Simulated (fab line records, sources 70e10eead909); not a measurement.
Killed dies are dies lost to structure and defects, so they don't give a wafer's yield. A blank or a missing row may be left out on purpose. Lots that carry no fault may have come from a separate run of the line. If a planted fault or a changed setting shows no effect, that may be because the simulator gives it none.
Which tool did it? :: flow nand_harc :: 14 lots with 42 wafers sampled at 6 steps, on a route of 1159 steps

WHAT EACH GAUGE READ, for each wafer
NHARC_P_GATE_INSPECT_68. Usual: raw_defect_count at 201, with a standard deviation of 75.
lot: L990
measured: day 5 04:16
on: defect_inspect-01
raw_defect_count: 144 164 129
flag: 

lot: L991
measured: day 5 14:05
on: defect_inspect-01
raw_defect_count: 168 117 187
flag: 

lot: L995
measured: day 6 12:15
on: defect_inspect-01
raw_defect_count: 158 226 237
flag: 

lot: L996
measured: day 7 03:47
on: defect_inspect-01
raw_defect_count: 822 748 857 819 765 851
flag: OFF

lot: L998
measured: day 7 20:14
on: defect_inspect-02
raw_defect_count: 636 654 637 628 654 653
flag: OFF

lot: L999
measured: day 8 01:01
on: defect_inspect-01
raw_defect_count: 681 739 707 679 738 711
flag: OFF

lot: L104
measured: day 9 09:53
on: defect_inspect-01
raw_defect_count: 123 195 166
flag: 

lot: L106
measured: day 9 18:19
on: defect_inspect-01
raw_defect_count: 212 336 268
flag: 

lot: L108
measured: day 9 23:41
on: defect_inspect-02
raw_defect_count: 194 101 269
flag: 

lot: L107
measured: day 10 00:44
on: defect_inspect-02
raw_defect_count: 246 195 201
flag: 

lot: L110
measured: day 10 06:07
on: defect_inspect-01
raw_defect_count: 283 139 175
flag: 

lot: L109
measured: day 10 06:52
on: defect_inspect-01
raw_defect_count: 173 174 214
flag: 

lot: L112
measured: day 11 00:35
on: defect_inspect-01
raw_defect_count: 281 192 221
flag: 

lot: L113
measured: day 11 09:39
on: defect_inspect-02
raw_defect_count: 150 114 160
flag: 

NHARC_P_CONTACT_CD_MEAS_12: the cd target is 90 nm. Usual: cd_nm at 89.2 nm, with a standard deviation of 0.97.
lot: L990
measured: day 5 05:53
on: cd_sem-03
cd_nm (nm): 88.9 90.1 89.9
flag: 

lot: L991
measured: day 5 15:43
on: cd_sem-02
cd_nm (nm): 88.9 89.5 90.1
flag: 

lot: L995
measured: day 6 13:52
on: cd_sem-02
cd_nm (nm): 90.5 89.2 88.9
flag: 

lot: L996
measured: day 7 08:31
on: cd_sem-01
cd_nm (nm): 89.5 89.4 89.2
flag: 

lot: L998
measured: day 7 23:14
on: cd_sem-02
cd_nm (nm): 88.5 89.9 89.9
flag: 

lot: L999
measured: day 8 06:37
on: cd_sem-03
cd_nm (nm): 89.0 89.0 89.9
flag: 

lot: L104
measured: day 9 12:21
on: cd_sem-01
cd_nm (nm): 89.4 90.9 88.9
flag: 

lot: L106
measured: day 9 19:55
on: cd_sem-01
cd_nm (nm): 90.2 87.8 88.4
flag: 

lot: L108
measured: day 10 01:17
on: cd_sem-03
cd_nm (nm): 88.8 89.5 88.2
flag: 

lot: L107
measured: day 10 02:13
on: cd_sem-02
cd_nm (nm): 88.2 89.8 89.9
flag: 

lot: L110
measured: day 10 07:44
on: cd_sem-01
cd_nm (nm): 88.8 89.8 89.3
flag: 

lot: L109
measured: day 10 08:22
on: cd_sem-01
cd_nm (nm): 89.0 88.3 86.7
flag: 

lot: L112
measured: day 11 02:09
on: cd_sem-03
cd_nm (nm): 89.3 90.2 88.3
flag: 

lot: L113
measured: day 11 11:21
on: cd_sem-03
cd_nm (nm): 87.5 89.7 90.5
flag: 

NHARC_END_SORT_01. Usual: defect_limited_yield 95.1 %, standard deviation 1.6; killed_at_array 29, standard deviation 10; killed_at_other 0.7, standard deviation 1.1; killed_at_periphery 3.3, standard deviation 2.4; killed_dies 33, standard deviation 11; killed_open 3.3, standard deviation 2; killed_short 1.9, standard deviation 1.3; sort_bin_2_pct 1.5 %, standard deviation 0.67; sort_bin_3_pct 0.27 %, standard deviation 0.24; sort_bin_4_pct 3.1 %, standard deviation 1.1; sort_n_pass 644, standard deviation 11; sort_rim_yield_pct 97.1 %, standard deviation 2.1; sort_yield_pct 95.1 %, standard deviation 1.6.
lot: L104
measured: day 23 23:55
on: prober-02
defect_limited_yield (%): 95.3
killed_at_array: 27
killed_at_other: 0
killed_at_periphery: 5
killed_dies: 32
killed_open: 5
killed_short: 1
sort_bin_2_pct (%): 1.9
sort_bin_3_pct (%): 0.30
sort_bin_4_pct (%): 2.5
sort_n_pass: 645
sort_rim_yield_pct (%): 93.4
sort_yield_pct (%): 95.3
flag: 

WHAT TOOL EACH LOT RAN ON (gives the tool, then ch and the chambers of the sampled wafers, and finally the start)
lot: L990
NHARC_P_GATE_STRIP_95: plasma_asher-02 ch 0,1, day 5 02:27
NHARC_P_GATE_SPUTTER_78: pvd_sputter-01, day 5 03:26
NHARC_P_GATE_RTA_82: rtp_anneal-02 ch 0, day 5 04:04

lot: L991
NHARC_P_GATE_STRIP_95: plasma_asher-02 ch 0,1, day 5 11:55
NHARC_P_GATE_SPUTTER_78: pvd_sputter-01, day 5 12:53
NHARC_P_GATE_RTA_82: rtp_anneal-02 ch 0, day 5 13:53

lot: L995
NHARC_P_GATE_STRIP_95: plasma_asher-02 ch 1, day 6 10:26
NHARC_P_GATE_SPUTTER_78: pvd_sputter-03, day 6 11:25
NHARC_P_GATE_RTA_82: rtp_anneal-01 ch 0, day 6 12:05

lot: L996
NHARC_P_GATE_STRIP_95: plasma_asher-01 ch 0,1, day 7 01:57
NHARC_P_GATE_SPUTTER_78: pvd_sputter-03, day 7 02:56
NHARC_P_GATE_RTA_82: rtp_anneal-02 ch 0, day 7 03:37

lot: L998
NHARC_P_GATE_STRIP_95: plasma_asher-02 ch 0,1, day 7 18:21
NHARC_P_GATE_SPUTTER_78: pvd_sputter-03, day 7 19:20
NHARC_P_GATE_RTA_82: rtp_anneal-02 ch 0, day 7 20:02

lot: L999
NHARC_P_GATE_STRIP_95: plasma_asher-02 ch 0,1, day 7 22:42
NHARC_P_GATE_SPUTTER_78: pvd_sputter-03, day 7 23:45
NHARC_P_GATE_RTA_82: rtp_anneal-01 ch 0, day 8 00:49

lot: L104
NHARC_P_GATE_STRIP_95: plasma_asher-02 ch 0,1, day 9 07:57
NHARC_P_GATE_SPUTTER_78: pvd_sputter-02, day 9 08:55
NHARC_P_GATE_RTA_82: rtp_anneal-02 ch 0, day 9 09:41

lot: L106
NHARC_P_GATE_STRIP_95: plasma_asher-02 ch 0,1, day 9 16:29
NHARC_P_GATE_SPUTTER_78: pvd_sputter-02, day 9 17:27
NHARC_P_GATE_RTA_82: rtp_anneal-02 ch 0, day 9 18:07

lot: L108
NHARC_P_GATE_STRIP_95: plasma_asher-02 ch 0,1, day 9 21:52
NHARC_P_GATE_SPUTTER_78: pvd_sputter-01, day 9 22:49
NHARC_P_GATE_RTA_82: rtp_anneal-01 ch 0, day 9 23:29

lot: L107
NHARC_P_GATE_STRIP_95: plasma_asher-02 ch 0,1, day 9 22:56
NHARC_P_GATE_SPUTTER_78: pvd_sputter-01, day 9 23:53
NHARC_P_GATE_RTA_82: rtp_anneal-02 ch 0, day 10 00:38

lot: L110
NHARC_P_GATE_STRIP_95: plasma_asher-02 ch 0,1, day 10 04:11
NHARC_P_GATE_SPUTTER_78: pvd_sputter-01, day 10 05:15
NHARC_P_GATE_RTA_82: rtp_anneal-01 ch 0, day 10 05:56

lot: L109
NHARC_P_GATE_STRIP_95: plasma_asher-02 ch 0,1, day 10 04:58
NHARC_P_GATE_SPUTTER_78: pvd_sputter-01, day 10 06:01
NHARC_P_GATE_RTA_82: rtp_anneal-02 ch 0, day 10 06:41

lot: L112
NHARC_P_GATE_STRIP_95: plasma_asher-01 ch 0,1, day 10 22:12
NHARC_P_GATE_SPUTTER_78: pvd_sputter-03, day 10 23:22
NHARC_P_GATE_RTA_82: rtp_anneal-01 ch 0, day 11 00:23

lot: L113
NHARC_P_GATE_STRIP_95: plasma_asher-02 ch 0,1, day 11 07:41
NHARC_P_GATE_SPUTTER_78: pvd_sputter-02, day 11 08:40
NHARC_P_GATE_RTA_82: rtp_anneal-02 ch 0, day 11 09:28
- NHARC_P_GATE_STRIP_95: strips in O2.
- NHARC_P_GATE_SPUTTER_78: material Ni, target thk 10 nm.
- NHARC_P_GATE_RTA_82: time 30 s.

WHAT THE TOOLS THEMSELVES READ (means of the sampled wafers that have a number; where no wafer has one, the mark that the record gives instead)
NHARC_P_GATE_STRIP_95. Usual: drypump_motor_current_A 5.9 A, standard deviation 0.4; heater_power_w 366 W, standard deviation 19.
lot: L990
tool: plasma_asher-02
drypump_motor_current_A (A): 6.1
heater_power_w (W): 362
flag: 

lot: L991
tool: plasma_asher-02
drypump_motor_current_A (A): 6.1
heater_power_w (W): 361
flag: 

lot: L995
tool: plasma_asher-02
drypump_motor_current_A (A): 6.3
heater_power_w (W): 365
flag: 

lot: L996
tool: plasma_asher-01
drypump_motor_current_A (A): 5.5
heater_power_w (W): 328
flag: 

lot: L998
tool: plasma_asher-02
drypump_motor_current_A (A): 6.1
heater_power_w (W): 363
flag: 

lot: L999
tool: plasma_asher-02
drypump_motor_current_A (A): 6.1
heater_power_w (W): 359
flag: 

lot: L104
tool: plasma_asher-02
drypump_motor_current_A (A): 5.8
heater_power_w (W): 381
flag: 

lot: L106
tool: plasma_asher-02
drypump_motor_current_A (A): 6.1
heater_power_w (W): 378
flag: 

lot: L108
tool: plasma_asher-02
drypump_motor_current_A (A): 5.8
heater_power_w (W): 383
flag: 

lot: L107
tool: plasma_asher-02
drypump_motor_current_A (A): 6.1
heater_power_w (W): 379
flag: 

lot: L110
tool: plasma_asher-02
drypump_motor_current_A (A): 5.8
heater_power_w (W): 378
flag: 

lot: L109
tool: plasma_asher-02
drypump_motor_current_A (A): 5.9
heater_power_w (W): 379
flag: 

lot: L112
tool: plasma_asher-01
drypump_motor_current_A (A): 5.5
heater_power_w (W): 322
flag: 

lot: L113
tool: plasma_asher-02
drypump_motor_current_A (A): 6.1
heater_power_w (W): 375
flag: 

NHARC_P_GATE_RTA_82. Usual: lamp_power_pct 3.57 %, standard deviation 0.098; lamp_zone_1_pct 3.57 %, standard deviation 0.099; lamp_zone_7_pct 3.76 %, standard deviation 0.1; wafer_temp_C_max 451.7, standard deviation 0.61.
lot: L990
tool: rtp_anneal-02
lamp_power_pct (%): 3.49
lamp_zone_1_pct (%): 3.49
lamp_zone_7_pct (%): 3.67
wafer_temp_C_max: 451.0
flag: 

lot: L991
tool: rtp_anneal-02
lamp_power_pct (%): 3.49
lamp_zone_1_pct (%): 3.49
lamp_zone_7_pct (%): 3.67
wafer_temp_C_max: 451.2
flag: 

lot: L995
tool: rtp_anneal-01
lamp_power_pct (%): 3.69
lamp_zone_1_pct (%): 3.69
lamp_zone_7_pct (%): 3.88
wafer_temp_C_max: 452.4
flag: 

lot: L996
tool: rtp_anneal-02
lamp_power_pct (%): 3.49
lamp_zone_1_pct (%): 3.49
lamp_zone_7_pct (%): 3.67
wafer_temp_C_max: 451.8
flag: 

lot: L998
tool: rtp_anneal-02
lamp_power_pct (%): 3.49
lamp_zone_1_pct (%): 3.49
lamp_zone_7_pct (%): 3.68
wafer_temp_C_max: 451.2
flag: 

lot: L999
tool: rtp_anneal-01
lamp_power_pct (%): 3.69
lamp_zone_1_pct (%): 3.69
lamp_zone_7_pct (%): 3.88
wafer_temp_C_max: 452.7
flag: 

lot: L104
tool: rtp_anneal-02
lamp_power_pct (%): 3.49
lamp_zone_1_pct (%): 3.49
lamp_zone_7_pct (%): 3.67
wafer_temp_C_max: 451.6
flag: 

lot: L106
tool: rtp_anneal-02
lamp_power_pct (%): 3.49
lamp_zone_1_pct (%): 3.49
lamp_zone_7_pct (%): 3.67
wafer_temp_C_max: 451.5
flag: 

lot: L108
tool: rtp_anneal-01
lamp_power_pct (%): 3.69
lamp_zone_1_pct (%): 3.69
lamp_zone_7_pct (%): 3.89
wafer_temp_C_max: 452.5
flag: 

lot: L107
tool: rtp_anneal-02
lamp_power_pct (%): 3.49
lamp_zone_1_pct (%): 3.49
lamp_zone_7_pct (%): 3.67
wafer_temp_C_max: 451.2
flag: 

lot: L110
tool: rtp_anneal-01
lamp_power_pct (%): 3.69
lamp_zone_1_pct (%): 3.69
lamp_zone_7_pct (%): 3.88
wafer_temp_C_max: 452.4
flag: 

lot: L109
tool: rtp_anneal-02
lamp_power_pct (%): 3.49
lamp_zone_1_pct (%): 3.49
lamp_zone_7_pct (%): 3.67
wafer_temp_C_max: 451.4
flag: 

lot: L112
tool: rtp_anneal-01
lamp_power_pct (%): 3.69
lamp_zone_1_pct (%): 3.69
lamp_zone_7_pct (%): 3.88
wafer_temp_C_max: 452.0
flag: 

lot: L113
tool: rtp_anneal-02
lamp_power_pct (%): 3.48
lamp_zone_1_pct (%): 3.49
lamp_zone_7_pct (%): 3.67
wafer_temp_C_max: 451.4
flag: 

THE ANSWER, worked out from the rows above alone
Rule: a lot is off if the mean of its wafers that have a number lies more than 3 standard deviations from the usual mean. Also off: a lot with no number at a reading for which 4 or more lots have one. All remaining lots with rows at the step are treated as sound. The gauges are gone through in route order, then the tools' own readings, and for those a lot's mean is taken as printed above. The first step at which some lot is off is used, and at that step the reading that is off furthest; a lot without a number counts as furthest.
Off, at NHARC_P_GATE_INSPECT_68 on raw_defect_count: L996, L998, L999.
A tool fits if, at a process step before that reading, it ran every lot that is off, and no sound lot after the first of them. Those tools and the gauges at NHARC_P_GATE_INSPECT_68 are tried in the same way. None of those tried fits.

WHAT THE SIMULATOR HAD INSERTED
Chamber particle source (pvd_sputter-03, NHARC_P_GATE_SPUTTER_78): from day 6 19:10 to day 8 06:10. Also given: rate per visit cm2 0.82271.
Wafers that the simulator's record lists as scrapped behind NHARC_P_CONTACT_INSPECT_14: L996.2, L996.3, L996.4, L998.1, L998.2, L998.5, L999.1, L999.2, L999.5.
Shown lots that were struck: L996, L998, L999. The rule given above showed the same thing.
